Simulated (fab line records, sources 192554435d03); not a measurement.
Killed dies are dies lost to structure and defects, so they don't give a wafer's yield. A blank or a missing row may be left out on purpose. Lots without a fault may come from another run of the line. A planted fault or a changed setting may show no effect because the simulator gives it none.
Which tool did it? | flow n5_finfet | 12 lots, 36 wafers sampled, at 5 steps of a route of 1938

WHAT THE GAUGES READ, wafer by wafer
The record holds no reading of a measuring or inspecting step that can be judged against a usual standard deviation.

WHICH TOOL RAN EACH LOT (tool, then ch and the chambers of the sampled wafers, then the start)
lot  | N5_BEOL_M10_PRE_CLEAN_45     | N5_BEOL_M10_ALD_74                  | N5_BEOL_M10_CVD_75               | N5_BEOL_M10_DEP_56              | N5_PASSIVATION_PROBE_49
L214 | pvd_sputter-03, day 12 02:51 | ald_metal-01 ch 0,1,3, day 12 02:55 | cvd_co-02 ch 0,1, day 12 03:30   | pecvd-02 ch 0,1,2, day 12 05:28 | prober-01, day 14 09:35
L212 | pvd_sputter-02, day 12 04:47 | ald_metal-03 ch 0,1,3, day 12 04:50 | cvd_co-02 ch 0,1,2, day 12 05:16 | pecvd-01 ch 0,2, day 12 06:26   | prober-01, day 14 14:28
L216 | pvd_sputter-03, day 12 18:53 | ald_metal-01 ch 2,3, day 12 18:58   | cvd_co-01 ch 1,2, day 12 19:24   | pecvd-01 ch 1,2, day 12 20:50   | prober-01, day 15 00:34
L217 | pvd_sputter-01, day 13 05:52 | ald_metal-03 ch 1,2,3, day 13 05:55 | cvd_co-01 ch 0,2, day 13 06:20   | pecvd-02 ch 1,2, day 13 07:31   | prober-02, day 15 12:33
L218 | pvd_sputter-01, day 13 09:08 | ald_metal-04 ch 1,2,3, day 13 09:12 | cvd_co-02 ch 0,1, day 13 09:35   | pecvd-04 ch 0,1,2, day 13 10:41 | prober-01, day 15 13:08
L220 | pvd_sputter-01, day 13 15:12 | ald_metal-04 ch 0,1,2, day 13 15:16 | cvd_co-02 ch 1,2, day 13 15:55   | pecvd-02 ch 0,1, day 13 17:55   | prober-01, day 15 21:46
L223 | pvd_sputter-03, day 13 17:34 | ald_metal-01 ch 0,2, day 13 17:39   | cvd_co-02 ch 0,1,2, day 13 18:32 | pecvd-02 ch 0,1,2, day 13 19:47 | prober-02, day 15 21:22
L221 | pvd_sputter-01, day 13 23:11 | ald_metal-04 ch 0,1,3, day 13 23:14 | cvd_co-02 ch 0,1, day 13 23:38   | pecvd-02 ch 1,2, day 14 00:39   | prober-01, day 16 05:58
L222 | pvd_sputter-02, day 14 13:47 | ald_metal-04 ch 1,3, day 14 13:52   | cvd_co-02 ch 1,2, day 14 14:17   | pecvd-02 ch 0,1,2, day 14 15:22 | prober-02, day 16 17:45
L233 | pvd_sputter-03, day 16 23:01 | ald_metal-04 ch 0,1,3, day 16 23:05 | cvd_co-02 ch 0,1, day 16 23:27   | pecvd-01 ch 0,2, day 17 00:31   | prober-02, day 18 22:17
L231 | pvd_sputter-03, day 17 00:02 | ald_metal-03 ch 0,2, day 17 00:05   | cvd_co-02 ch 0,1, day 17 00:34   | pecvd-01 ch 0,1,2, day 17 01:47 | prober-01, day 19 12:38
L235 | pvd_sputter-01, day 17 13:39 | ald_metal-03 ch 1,2,3, day 17 13:45 | cvd_co-01 ch 0,1, day 17 14:18   | pecvd-01 ch 0,2, day 17 15:45   | prober-01, day 19 18:47
- N5_BEOL_M10_PRE_CLEAN_45: time 30 s.
- N5_BEOL_M10_ALD_74: deposits TaN, target thk 2 nm, pulse time 2 s, purge time 3 s.
- N5_BEOL_M10_CVD_75: deposits Co from CCTBA/H2, target thk 2 nm, time 138.9 s.
- N5_BEOL_M10_DEP_56: deposits SiCN from 3MS/NH3, target thk 15 nm, time 26.5 s.
- N5_PASSIVATION_PROBE_49

WHAT THE TOOLS THEMSELVES READ (means of the sampled wafers that have a number; where no wafer has one, the mark that the record gives instead)
N5_BEOL_M10_PRE_CLEAN_45.
lot  | tool           | heater_power_w (W)
L214 | pvd_sputter-03 | 315
L212 | pvd_sputter-02 | 298
L216 | pvd_sputter-03 | 314
L217 | pvd_sputter-01 | 330
L218 | pvd_sputter-01 | 351
L220 | pvd_sputter-01 | 335
L223 | pvd_sputter-03 | 326
L221 | pvd_sputter-01 | 320
L222 | pvd_sputter-02 | 322
L233 | pvd_sputter-03 | 319
L231 | pvd_sputter-03 | 329
L235 | pvd_sputter-01 | 290

N5_BEOL_M10_ALD_74.
lot  | tool         | heater_power_w (W) | precursor_vessel_carrier_sccm (sccm)
L214 | ald_metal-01 | 444                | 1001
L212 | ald_metal-03 | 410                | 1000
L216 | ald_metal-01 | 439                | 999
L217 | ald_metal-03 | 444                | 999
L218 | ald_metal-04 | 422                | 1000
L220 | ald_metal-04 | 430                | 1000
L223 | ald_metal-01 | 482                | 1004
L221 | ald_metal-04 | 418                | 999
L222 | ald_metal-04 | 430                | 997
L233 | ald_metal-04 | 410                | 996
L231 | ald_metal-03 | 386                | 1000
L235 | ald_metal-03 | 442                | 999

N5_BEOL_M10_CVD_75.
lot  | tool      | run_length_s (s)
L214 | cvd_co-02 | 161.7
L212 | cvd_co-02 | 161.6
L216 | cvd_co-01 | 162.0
L217 | cvd_co-01 | 162.4
L218 | cvd_co-02 | 161.8
L220 | cvd_co-02 | 161.7
L223 | cvd_co-02 | 161.8
L221 | cvd_co-02 | 161.8
L222 | cvd_co-02 | 161.9
L233 | cvd_co-02 | 145.0
L231 | cvd_co-02 | 145.1
L235 | cvd_co-01 | 162.4

N5_BEOL_M10_DEP_56.
lot  | tool     | showerhead_plenum_p_Torr (Torr) | throttle_valve_pct (%)
L214 | pecvd-02 | 3.656                           | 9.4
L212 | pecvd-01 | 3.680                           | 8.4
L216 | pecvd-01 | 3.657                           | 8.4
L217 | pecvd-02 | 3.647                           | 9.0
L218 | pecvd-04 | 3.658                           | 9.1
L220 | pecvd-02 | 3.664                           | 9.8
L223 | pecvd-02 | 3.659                           | 9.4
L221 | pecvd-02 | 3.648                           | 9.4
L222 | pecvd-02 | 3.663                           | 9.4
L233 | pecvd-01 | 3.676                           | 8.6
L231 | pecvd-01 | 3.672                           | 8.5
L235 | pecvd-01 | 3.680                           | 8.6

N5_PASSIVATION_PROBE_49.
lot  | tool      | defect_limited_yield (%) | killed_at_M0_to_M3 | killed_at_M4_up | killed_at_contacts | killed_at_front_end | killed_at_other | killed_dies | killed_on_rim | killed_open | killed_short | sort_bin_5_function (%) | sort_bin_6_memory (%) | sort_bin_8_speed (%) | sort_n_pass | sort_yield_pct (%)
L214 | prober-01 | 90.6                     | 37                 | 17              | 14                 | 38                  | 5               | 111         | 16            | 69          | 40           | 5.6                     | 3.4                   | 0.00                 | 1069        | 90.6
L212 | prober-01 | 90.5                     | 28                 | 14              | 8                  | 60                  | 1               | 112         | 16            | 77          | 32           | 6.1                     | 2.9                   | 0.00                 | 1068        | 90.5
L216 | prober-01 | 89.4                     | 38                 | 14              | 21                 | 42                  | 9               | 125         | 16            | 80          | 38           | 6.0                     | 3.9                   | 0.00                 | 1055        | 89.4
L217 | prober-02 | 92.2                     | 37                 | 11              | 6                  | 37                  | 1               | 92          | 15            | 53          | 34           | 4.4                     | 2.6                   | 0.00                 | 1088        | 92.2
L218 | prober-01 | 91.2                     | 40                 | 17              | 7                  | 34                  | 5               | 104         | 12            | 65          | 37           | 5.5                     | 2.9                   | 0.00                 | 1076        | 91.2
L220 | prober-01 | 90.2                     | 40                 | 12              | 7                  | 51                  | 4               | 115         | 13            | 72          | 41           | 5.9                     | 3.5                   | 0.00                 | 1065        | 90.2
L223 | prober-02 | 90.1                     | 34                 | 16              | 8                  | 56                  | 3               | 117         | 16            | 70          | 43           | 5.7                     | 3.2                   | 0.00                 | 1063        | 90.1
L221 | prober-01 | 91.7                     | 36                 | 15              | 13                 | 28                  | 6               | 98          | 12            | 61          | 36           | 4.8                     | 3.1                   | 0.03                 | 1081        | 91.6
L222 | prober-02 | 88.2                     | 67                 | 11              | 12                 | 45                  | 4               | 140         | 20            | 92          | 44           | 6.7                     | 4.5                   | 0.00                 | 1040        | 88.2
L233 | prober-02 | 91.6                     | 31                 | 18              | 7                  | 38                  | 4               | 99          | 17            | 60          | 35           | 4.3                     | 3.5                   | 0.00                 | 1081        | 91.6
L231 | prober-01 | 91.7                     | 40                 | 14              | 8                  | 31                  | 5               | 98          | 13            | 63          | 34           | 4.6                     | 3.3                   | 0.00                 | 1082        | 91.7
L235 | prober-01 | 90.2                     | 29                 | 24              | 13                 | 45                  | 5               | 116         | 16            | 72          | 38           | 6.3                     | 2.9                   | 0.00                 | 1064        | 90.2

THE ANSWER, worked out from the rows above alone
Rule: what is usual is taken from the lots themselves. Put in order of their means at a reading, lots are off if they are a third of the lots or fewer, leave a main group of 4 or more, and stand apart from it by a gap of 3 or more times the standard deviation of the main group's means; of several such gaps the widest counts. A main group whose means are all the same, to the digits that the tables above print for the reading, isn't used. A lot without any number at a reading at which 4 lots or more have one is off too. The other lots that the step has rows for count as sound. The gauges are gone through in route order, then the tools' own readings, and for those a lot's mean is taken as printed above. The first step at which some lot is off is used, and at that step the reading that is off furthest; a lot without a number counts as furthest.
Off: L233, L231, at N5_BEOL_M10_CVD_75 (run_length_s). The main group: mean 161.9 s, standard deviation 0.27.
A tool fits if, at that step or a process step before it, it ran every lot that is off, and no sound lot after the first of them. Can't be told from this: 2 tools fit, pvd_sputter-03 at N5_BEOL_M10_PRE_CLEAN_45, cvd_co-02 at N5_BEOL_M10_CVD_75.

WHAT THE SIMULATOR HAD PUT IN
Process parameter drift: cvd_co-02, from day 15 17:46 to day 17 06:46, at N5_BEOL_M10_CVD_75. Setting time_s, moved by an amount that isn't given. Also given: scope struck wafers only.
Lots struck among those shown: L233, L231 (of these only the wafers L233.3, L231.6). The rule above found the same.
